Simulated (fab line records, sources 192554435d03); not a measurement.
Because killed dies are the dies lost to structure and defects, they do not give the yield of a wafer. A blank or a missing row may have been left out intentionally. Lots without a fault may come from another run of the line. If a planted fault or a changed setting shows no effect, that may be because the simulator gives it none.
What tool caused it?	flow n5Finfet	22 lots with 66 wafers sampled at 6 steps, on a route of 1938 steps

WHAT THE GAUGES READ, wafer by wafer
The record lacks any reading of a measuring or inspecting step that a usual standard deviation could be used to judge.

EACH LOT AND THE TOOL THAT RAN IT (in order: tool; ch and the chambers of the sampled wafers; start)
lot	N5_HKMG_FIN_ALD_79	N5_HKMG_FIN_ALD_72	N5_GATE_CUT_ETCHBACK_00	N5_GATE_CUT_ETCH_58	N5_GATE_CUT_STRIP_59	N5_GATE_CUT_SAC_CAP_01
L074	aldMetal-01 ch 0,1, day 3 23:25	cvdW-02 ch 0,1, day 4 05:06	rieMetal-02 ch 0,1, day 4 06:01	rieDiel-05 ch 2,3, day 4 06:19	rieDiel-05 ch 2,3, day 4 06:25	aldSin-03 ch 0,2, day 4 06:38
L075	aldMetal-02 ch 0,1,2, day 4 07:28	cvdW-01 ch 1, day 4 13:07	rieMetal-02 ch 0, day 4 14:02	rieDiel-06 ch 0,3, day 4 14:21	rieDiel-06 ch 0,3, day 4 14:27	aldSin-03 ch 0,1, day 4 14:41
L076	aldMetal-02 ch 0,1, day 4 14:23	cvdW-01 ch 0,1, day 4 19:57	rieMetal-01 ch 0,1, day 4 20:52	rieDiel-06 ch 1,2,3, day 4 21:13	rieDiel-06 ch 1,2,3, day 4 21:19	aldSin-01 ch 0,1, day 4 21:36
L077	aldMetal-02 ch 2,3, day 4 20:28	cvdW-01 ch 0,1, day 5 02:14	rieMetal-03 ch 0,1, day 5 03:11	rieDiel-03 ch 2,3, day 5 03:26	rieDiel-03 ch 2,3, day 5 03:32	aldSin-02 ch 0,1,2, day 5 05:41
L078	aldMetal-03 ch 1,3, day 5 06:44	cvdW-02 ch 0,1, day 5 12:17	rieMetal-02 ch 0,1, day 5 15:00	rieDiel-06 ch 0,1,2, day 5 15:18	rieDiel-06 ch 0,1,2, day 5 15:24	aldSin-03 ch 1,2,3, day 5 16:06
L079	aldMetal-01 ch 0,2,3, day 5 13:13	cvdW-02 ch 0, day 5 18:44	rieMetal-01 ch 0,1, day 5 19:39	rieDiel-06 ch 0,1,2, day 5 20:05	rieDiel-06 ch 0,1,2, day 5 20:11	aldSin-03 ch 2,3, day 5 20:25
L080	aldMetal-02 ch 1,2,3, day 5 14:31	cvdW-01 ch 0, day 5 19:56	rieMetal-02 ch 0,1, day 5 20:51	rieDiel-05 ch 0,1,2, day 5 21:08	rieDiel-05 ch 0,1,2, day 5 21:14	aldSin-02 ch 0,1,3, day 5 23:38
L081	aldMetal-01 ch 0,2,3, day 5 19:29	cvdW-02 ch 0,1, day 6 00:52	rieMetal-02 ch 0,1, day 6 01:46	rieDiel-03 ch 0,2,3, day 6 02:05	rieDiel-03 ch 0,2,3, day 6 02:11	aldSin-01 ch 0,1,3, day 6 02:25
L082	aldMetal-02 ch 0,1, day 6 01:15	cvdW-02 ch 0,1, day 6 06:38	rieMetal-01 ch 0,1, day 6 07:35	rieDiel-03 ch 1,2,3, day 6 07:59	rieDiel-03 ch 1,2,3, day 6 08:05	aldSin-03 ch 2,3, day 6 08:19
L083	aldMetal-01 ch 1,3, day 6 08:01	cvdW-01 ch 0,1, day 6 13:40	rieMetal-03 ch 0,1, day 6 14:35	rieDiel-03 ch 0,3, day 6 14:52	rieDiel-03 ch 0,3, day 6 14:58	aldSin-03 ch 0,3, day 6 15:16
L084	aldMetal-02 ch 0,2, day 6 13:26	cvdW-01 ch 0,1, day 6 19:13	rieMetal-02 ch 0,1, day 6 20:08	rieDiel-06 ch 1,3, day 6 20:26	rieDiel-06 ch 1,3, day 6 20:32	aldSin-03 ch 1,2,3, day 6 20:45
L085	aldMetal-02 ch 1,2,3, day 6 19:20	cvdW-02 ch 1, day 7 00:57	rieMetal-02 ch 1, day 7 01:52	rieDiel-06 ch 1,2, day 7 02:23	rieDiel-06 ch 1,2, day 7 02:29	aldSin-01 ch 0,1, day 7 02:42
L086	aldMetal-01 ch 0,3, day 7 01:45	cvdW-02 ch 0,1, day 7 07:31	rieMetal-03 ch 0,1, day 7 08:28	rieDiel-03 ch 0,1, day 7 08:43	rieDiel-03 ch 0,1, day 7 08:49	aldSin-03 ch 0,1,3, day 7 09:10
L087	aldMetal-01 ch 1,2, day 7 10:52	cvdW-01 ch 0,1, day 7 16:37	rieMetal-02 ch 0,1, day 7 17:32	rieDiel-05 ch 0,3, day 7 17:49	rieDiel-05 ch 0,3, day 7 17:55	aldSin-02 ch 1,2,3, day 7 18:08
L088	aldMetal-03 ch 1,2,3, day 7 14:17	cvdW-02 ch 0,1, day 7 19:49	rieMetal-02 ch 0,1, day 7 20:45	rieDiel-03 ch 0,2,3, day 7 21:01	rieDiel-03 ch 0,2,3, day 7 21:07	aldSin-02 ch 1,2, day 7 21:19
L090	aldMetal-02 ch 0,1,2, day 8 00:48	cvdW-02 ch 0,1, day 8 06:18	rieMetal-01 ch 0,1, day 8 07:13	rieDiel-03 ch 0,2,3, day 8 07:31	rieDiel-03 ch 0,2,3, day 8 07:37	aldSin-02 ch 1,2,3, day 8 08:01
L091	aldMetal-02 ch 0,1,2, day 8 06:11	cvdW-01 ch 0,1, day 8 11:43	rieMetal-03 ch 0,1, day 8 12:38	rieDiel-03 ch 0,1,3, day 8 12:56	rieDiel-03 ch 0,1,3, day 8 13:02	aldSin-02 ch 1,2,3, day 8 14:23
L092	aldMetal-02 ch 0,1,3, day 8 11:58	cvdW-01 ch 0,1, day 8 17:30	rieMetal-02 ch 0,1, day 8 18:26	rieDiel-06 ch 0,2,3, day 8 18:55	rieDiel-06 ch 0,2,3, day 8 19:01	aldSin-02 ch 1,2,3, day 8 20:41
L094	aldMetal-03 ch 0,3, day 9 00:06	cvdW-02 ch 1, day 9 05:55	rieMetal-03 ch 0, day 9 06:50	rieDiel-03 ch 0,1,2, day 9 07:10	rieDiel-03 ch 0,1,2, day 9 07:16	aldSin-03 ch 0,1, day 9 07:29
L095	aldMetal-03 ch 0,2, day 9 11:01	cvdW-01 ch 0, day 9 16:54	rieMetal-01 ch 0,1, day 9 17:49	rieDiel-06 ch 0,1,2, day 9 18:15	rieDiel-06 ch 0,1,2, day 9 18:22	aldSin-02 ch 1,3, day 9 18:34
L096	aldMetal-02 ch 0,1,2, day 9 13:37	cvdW-02 ch 0,1, day 9 19:42	rieMetal-02 ch 0,1, day 9 20:37	rieDiel-03 ch 0,1,2, day 9 20:55	rieDiel-03 ch 0,1,2, day 9 21:01	aldSin-02 ch 0,1,3, day 9 21:14
L097	aldMetal-01 ch 0,1, day 9 21:29	cvdW-02 ch 0,1, day 10 03:13	rieMetal-02 ch 0,1, day 10 04:09	rieDiel-05 ch 0,1, day 10 04:24	rieDiel-05 ch 0,1, day 10 04:30	aldSin-02 ch 0,1,2, day 10 04:43
- N5_HKMG_FIN_ALD_79: deposits TiN, target thk 1.5 nm, pulse time 1 s, purge time 3 s.
- N5_HKMG_FIN_ALD_72: deposits W, target thk 2 nm, pulse time 1 s, purge time 2 s.
- N5_GATE_CUT_ETCHBACK_00: etches W in SF6/Cl2.
- N5_GATE_CUT_ETCH_58: etches SiNx in CH3F/O2, target depth 17 nm, time 128.6 s.
- N5_GATE_CUT_STRIP_59: strips in N2/H2, time 20 s.
- N5_GATE_CUT_SAC_CAP_01: material SiNx, target thk 24 nm, pulse time 1 s, ald cycles 480.

AS READ BY THE TOOLS THEMSELVES (means over the sampled wafers that have a number; for cases with no such wafer, the mark the record gives instead)
N5_HKMG_FIN_ALD_79. Usual: heaterPowerW 829 W, standard deviation 85; precursorPulseHeightRel 0.997, standard deviation 0.018.
lot	tool	heaterPowerW (W)	precursorPulseHeightRel	flag
L074	aldMetal-01	864	0.987	
L075	aldMetal-02	851	0.993	
L076	aldMetal-02	872	1.015	
L077	aldMetal-02	819	1.014	
L078	aldMetal-03	813	1.011	
L079	aldMetal-01	807	0.990	
L080	aldMetal-02	837	1.009	
L081	aldMetal-01	809	0.998	
L082	aldMetal-02	877	0.995	
L083	aldMetal-01	702	0.995	
L084	aldMetal-02	856	1.000	
L085	aldMetal-02	847	0.976	
L086	aldMetal-01	724	1.008	
L087	aldMetal-01	872	0.990	
L088	aldMetal-03	775	1.007	
L090	aldMetal-02	844	0.998	
L091	aldMetal-02	844	1.002	
L092	aldMetal-02	878	1.004	
L094	aldMetal-03	801	1.013	
L095	aldMetal-03	703	1.017	
L096	aldMetal-02	844	1.006	
L097	aldMetal-01	905	1.002	

N5_HKMG_FIN_ALD_72. Usual: heaterPowerW 520 W, standard deviation 40; precursorPulseHeightRel 1.003, standard deviation 0.021.
lot	tool	heaterPowerW (W)	precursorPulseHeightRel	flag
L074	cvdW-02	541	0.994	
L075	cvdW-01	562	1.005	
L076	cvdW-01	526	1.008	
L077	cvdW-01	529	0.997	
L078	cvdW-02	539	1.006	
L079	cvdW-02	548	1.000	
L080	cvdW-01	468	1.011	
L081	cvdW-02	524	1.003	
L082	cvdW-02	513	1.029	
L083	cvdW-01	529	1.012	
L084	cvdW-01	522	0.995	
L085	cvdW-02	498	1.005	
L086	cvdW-02	512	1.013	
L087	cvdW-01	492	0.982	
L088	cvdW-02	511	1.006	
L090	cvdW-02	538	1.006	
L091	cvdW-01	493	0.992	
L092	cvdW-01	501	0.992	
L094	cvdW-02	492	1.001	
L095	cvdW-01	462	0.986	
L096	cvdW-02	540	1.002	
L097	cvdW-02	536	0.999	

N5_GATE_CUT_ETCHBACK_00. Usual: drypumpMotorCurrentA 5.6 A, standard deviation 0.39; oesProductAu 0.75 a.u., standard deviation 0.12; rfFwdPowerW 896 W, standard deviation 3.6; throttleValvePct 27.48 %, standard deviation 0.25.
lot	tool	drypumpMotorCurrentA (A)	oesProductAu (a.u.)	rfFwdPowerW (W)	throttleValvePct (%)	flag
L074	rieMetal-02	5.4	0.69	895	27.46	
L075	rieMetal-02	4.9	0.69	891	27.20	
L076	rieMetal-01	5.8	0.96	893	27.63	
L077	rieMetal-03	5.7	0.68	892	27.60	
L078	rieMetal-02	5.2	0.69	891	27.35	
L079	rieMetal-01	5.8	0.93	895	27.62	
L080	rieMetal-02	5.2	0.68	897	27.35	
L081	rieMetal-02	5.4	0.68	897	27.48	
L082	rieMetal-01	5.8	0.92	898	27.64	
L083	rieMetal-03	5.7	0.67	898	27.62	
L084	rieMetal-02	5.2	0.68	898	27.35	
L085	rieMetal-02	5.7	0.66	898	27.62	
L086	rieMetal-03	5.7	0.66	897	27.60	
L087	rieMetal-02	5.4	0.67	895	27.49	
L088	rieMetal-02	5.4	0.67	896	27.48	
L090	rieMetal-01	5.8	0.90	896	27.64	
L091	rieMetal-03	5.8	0.91	898	27.46	
L092	rieMetal-02	5.2	0.67	893	27.36	
L094	rieMetal-03	5.9	0.98	894	27.31	
L095	rieMetal-01	5.8	0.88	892	27.65	
L096	rieMetal-02	5.2	0.67	895	27.36	
L097	rieMetal-02	5.2	0.66	898	27.36	

N5_GATE_CUT_ETCH_58. Usual: CH3F_flow_sccm 29.99 sccm, standard deviation 0.1; drypumpMotorCurrentA 5.38 A, standard deviation 0.29; mfcArSccm 150.1 sccm, standard deviation 0.43; oesProductAu 0.75 a.u., standard deviation 0.078; rfFwdPowerW 413.1 W, standard deviation 1.3; rfVppV 99.3 V, standard deviation 0.95; showerheadPlenumPTorr 2.03 Torr, standard deviation 0.054; throttleValvePct 16.37 %, standard deviation 0.22.
lot	tool	CH3F_flow_sccm (sccm)	drypumpMotorCurrentA (A)	mfcArSccm (sccm)	oesProductAu (a.u.)	rfFwdPowerW (W)	rfVppV (V)	showerheadPlenumPTorr (Torr)	throttleValvePct (%)	flag
L074	rieDiel-05	29.91	5.43	150.3	0.75	413.3	99.3	2.02	16.33	
L075	rieDiel-06	29.94	5.15	150.0	0.77	413.3	99.9	2.07	16.28	
L076	rieDiel-06	30.08	5.56	150.5	0.73	412.8	98.7	2.02	16.52	
L077	rieDiel-03	30.00	5.20	150.0	0.69	412.4	98.5	2.00	16.49	
L078	rieDiel-06	29.99	5.46	150.0	0.73	412.9	98.8	2.05	16.46	
L079	rieDiel-06	30.12	5.48	150.2	0.73	412.3	99.3	2.05	16.46	
L080	rieDiel-05	29.94	5.39	150.0	0.79	414.2	98.6	2.03	16.31	
L081	rieDiel-03	29.92	5.44	149.7	0.70	414.5	99.3	2.01	16.37	
L082	rieDiel-03	30.00	5.22	150.0	0.74	412.9	99.6	2.06	16.43	
L083	rieDiel-03	30.01	5.67	150.2	0.71	413.6	98.9	2.01	16.25	
L084	rieDiel-06	29.92	5.40	150.5	0.70	413.0	99.5	2.04	16.55	
L085	rieDiel-06	30.05	5.76	150.1	0.73	412.7	98.7	2.01	16.60	
L086	rieDiel-03	30.06	5.50	150.1	0.80	412.8	99.6	2.09	16.22	
L087	rieDiel-05	30.08	5.24	150.4	0.71	413.3	98.8	2.01	16.46	
L088	rieDiel-03	30.01	5.45	149.8	0.70	412.5	98.7	2.00	16.39	
L090	rieDiel-03	30.00	5.44	150.2	0.70	413.6	99.4	2.00	16.40	
L091	rieDiel-03	30.05	5.46	149.8	0.74	412.4	99.3	2.05	16.34	
L092	rieDiel-06	29.88	5.44	150.3	0.73	413.5	99.5	2.02	16.46	
L094	rieDiel-03	29.96	5.50	150.4	0.74	413.9	100.1	2.03	16.31	
L095	rieDiel-06	29.98	5.46	149.7	0.81	412.6	99.5	2.04	16.34	
L096	rieDiel-03	30.01	5.48	150.1	0.73	414.3	99.5	2.03	16.33	
L097	rieDiel-05	30.03	5.33	149.9	0.93	413.9	98.5	1.98	15.98	

N5_GATE_CUT_STRIP_59. Usual: drypumpMotorCurrentA 5.39 A, standard deviation 0.29; h2FlowSccm 300.0 sccm, standard deviation 0.9; oesProductAu 0.75 a.u., standard deviation 0.077; rfVppV 45.2 V, standard deviation 0.85; showerheadPlenumPTorr 3.43 Torr, standard deviation 0.083; throttleValvePct 12.3 %, standard deviation 0.31.
lot	tool	drypumpMotorCurrentA (A)	h2FlowSccm (sccm)	oesProductAu (a.u.)	rfVppV (V)	showerheadPlenumPTorr (Torr)	throttleValvePct (%)	flag
L074	rieDiel-05	5.45	300.4	0.75	45.2	3.41	12.3	
L075	rieDiel-06	5.17	299.7	0.75	45.7	3.51	12.2	
L076	rieDiel-06	5.58	300.3	0.73	45.9	3.42	12.5	
L077	rieDiel-03	5.22	299.7	0.70	46.0	3.39	12.5	
L078	rieDiel-06	5.47	299.6	0.73	45.7	3.47	12.4	
L079	rieDiel-06	5.49	299.4	0.73	45.5	3.47	12.4	
L080	rieDiel-05	5.41	300.4	0.78	45.0	3.42	12.3	
L081	rieDiel-03	5.45	300.2	0.70	45.5	3.39	12.4	
L082	rieDiel-03	5.23	298.9	0.74	45.8	3.46	12.3	
L083	rieDiel-03	5.68	300.5	0.71	44.8	3.40	12.2	
L084	rieDiel-06	5.40	300.8	0.71	44.8	3.44	12.4	
L085	rieDiel-06	5.77	300.1	0.73	45.2	3.42	12.7	
L086	rieDiel-03	5.51	301.3	0.80	45.4	3.48	11.9	
L087	rieDiel-05	5.23	300.4	0.72	44.8	3.41	12.5	
L088	rieDiel-03	5.45	300.4	0.70	45.0	3.39	12.4	
L090	rieDiel-03	5.44	299.8	0.69	45.5	3.38	12.4	
L091	rieDiel-03	5.46	299.5	0.74	45.0	3.46	12.2	
L092	rieDiel-06	5.44	299.0	0.73	46.4	3.43	12.5	
L094	rieDiel-03	5.49	299.9	0.74	44.7	3.40	12.2	
L095	rieDiel-06	5.49	299.2	0.81	45.5	3.46	12.3	
L096	rieDiel-03	5.51	300.2	0.73	45.2	3.40	12.2	
L097	rieDiel-05	5.32	299.4	0.94	45.0	3.36	11.8	

N5_GATE_CUT_SAC_CAP_01. Usual: heaterPowerW 829 W, standard deviation 58; precursorPulseHeightRel 0.998, standard deviation 0.02.
lot	tool	heaterPowerW (W)	precursorPulseHeightRel	flag
L074	aldSin-03	799	0.994	
L075	aldSin-03	835	0.989	
L076	aldSin-01	863	1.015	
L077	aldSin-02	790	0.991	
L078	aldSin-03	865	0.975	
L079	aldSin-03	848	0.985	
L080	aldSin-02	802	1.002	
L081	aldSin-01	832	1.019	
L082	aldSin-03	840	0.998	
L083	aldSin-03	831	1.001	
L084	aldSin-03	877	1.005	
L085	aldSin-01	864	1.006	
L086	aldSin-03	867	1.006	
L087	aldSin-02	841	0.985	
L088	aldSin-02	835	1.017	
L090	aldSin-02	835	0.991	
L091	aldSin-02	837	1.006	
L092	aldSin-02	835	1.005	
L094	aldSin-03	843	1.004	
L095	aldSin-02	836	1.007	
L096	aldSin-02	794	1.009	
L097	aldSin-02	786	0.986	

THE ANSWER, worked out from the rows above alone
Rule: take the mean of a lot's wafers that have a number; if it is more than 3 standard deviations from the usual mean, the lot is off. Also off: a lot with no number at a reading for which 4 or more lots have one. Any other lot the step has rows for is counted as sound. The gauges are gone through in route order, then the tools' own readings, and for those a lot's mean is taken as printed above. At the first step where some lot is off, the reading lying furthest off is the one used; lots without a number count as furthest.
Nothing can be told from this: no lot is off at any reading shown.

WHAT THE SIMULATOR PUT IN
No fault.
